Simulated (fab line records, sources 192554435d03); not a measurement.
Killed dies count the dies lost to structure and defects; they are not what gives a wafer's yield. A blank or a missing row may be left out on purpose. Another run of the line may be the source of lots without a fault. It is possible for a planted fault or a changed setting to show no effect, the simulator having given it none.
Struck lot and sound lot, side by side	flow n5 finfet	37 steps out of a route of 1938
Sound: wafers L554.2, L554.3, L554.5. Wafers struck: L555.2, L555.4, L555.6. The cause is given at the end.
Order at every step that has rows: each side's tool, ch and its chambers, its first start. Under that, the readings that differ: sound wafers	struck wafers	difference of the means	sigmas: that difference in standard deviations of wafers without a fault.
alike: same words and numbers on both sides, and readings whose means sit less than 2 such deviations apart. not compared: any withheld reading, any reading some wafer has no value for, any bound like >300 that may hide the same value, and any number with overlapping values for which the record gives no deviation.
A row with sigmas, a row that says differs or no value, or rows on one side alone: a step with any of these is where the two part. When numbers do not overlap yet have no deviation, they are printed without sigmas and do not part them. A reading missing from all wafers of one side parts the sides only when that side holds two or more wafers.

first, 9 steps without rows for these wafers: N5_PASSIVATION_DESCUM_12 (chemistry O2, time 7.9 s); N5_PASSIVATION_PASS_ETCH_74 (etches SiNx in CF4/O2, target depth 220 nm, time 110 s); N5_PASSIVATION_VIA_ETCH_13 (etches SiO2 in CHF3/O2, target depth 660 nm, time 330 s); N5_PASSIVATION_STRIP_14 (strips in O2); N5_PASSIVATION_ETCH_15 (etches SiCN in CF4/N2, target depth 75 nm, time 81.2 s); N5_PASSIVATION_STRIP_73 (strips in post etch residue remover, time 60 s); N5_PASSIVATION_SRD_17 (time 30 s, dry time 30 s); N5_PASSIVATION_DEGAS_18 (time 60 s); N5_PASSIVATION_PRE_CLEAN_19.
N5_PASSIVATION_SPUTTER_20: material TaN, target thk 50 nm.
  sound: pvd sputter-03 at day 13 04:08; struck: pvd sputter-03 at day 13 15:46
  alike: chamber pressure pa, substrate temp c, throttle valve pct
then, 26 steps without rows for these wafers: N5_PASSIVATION_AL_DEP_21 (deposits Al, target thk 2800 nm, time 170 s); N5_PASSIVATION_HMDS_23 (time 60 s); N5_PASSIVATION_COAT_24; N5_PASSIVATION_EBR_26; N5_PASSIVATION_SOFTBAKE_25 (time 90 s); N5_PASSIVATION_EXPOSE_27 (exposes mask PAD, defocus 0 nm); N5_PASSIVATION_PEB_28; N5_PASSIVATION_DEVELOP_29 (develop time 60 s); N5_PASSIVATION_HARDBAKE_31 (time 120 s); N5_PASSIVATION_DESCUM_32 (chemistry O2, time 7.9 s); N5_PASSIVATION_AL_ETCH_33 (etches Al in Cl2/BCl3, stops on TaN, target depth 2800 nm, time 466.7 s); N5_PASSIVATION_ETCH_59 (etches TaN in Cl2/BCl3, target depth 65 nm, time 34.9 s); N5_PASSIVATION_STRIP_34 (strips in O2); N5_PASSIVATION_STRIP_51 (strips in post etch residue remover, time 1200 s); N5_PASSIVATION_CLEAN_69 (cleans in IPA, time 180 s); N5_PASSIVATION_SRD_70 (time 30 s); N5_PASSIVATION_PECVD_53 (deposits SiO2 from TEOS/O2, target thk 800 nm, time 169.4 s); N5_PASSIVATION_PECVD_35 (deposits SiNx from SiH4/NH3/N2, target thk 700 nm, time 151.3 s); N5_PASSIVATION_HMDS_37 (time 60 s); N5_PASSIVATION_COAT_38; N5_PASSIVATION_EBR_40; N5_PASSIVATION_SOFTBAKE_39 (time 120 s); N5_PASSIVATION_EXPOSE_41 (exposes mask PASS OPEN, defocus 0 nm, target cd 40000 nm); N5_PASSIVATION_PEB_42; N5_PASSIVATION_DEVELOP_43 (develop time 60 s); N5_PASSIVATION_HARDBAKE_45 (time 120 s).
N5_PASSIVATION_PROBE_49:
  rows exist in the record for the struck wafers here (prober-02, day 13 22:07), but not for the sound ones

== WHERE THEY PART ==
Within this record, at N5_PASSIVATION_PROBE_49 only.

WHY: what had been put in by the simulator
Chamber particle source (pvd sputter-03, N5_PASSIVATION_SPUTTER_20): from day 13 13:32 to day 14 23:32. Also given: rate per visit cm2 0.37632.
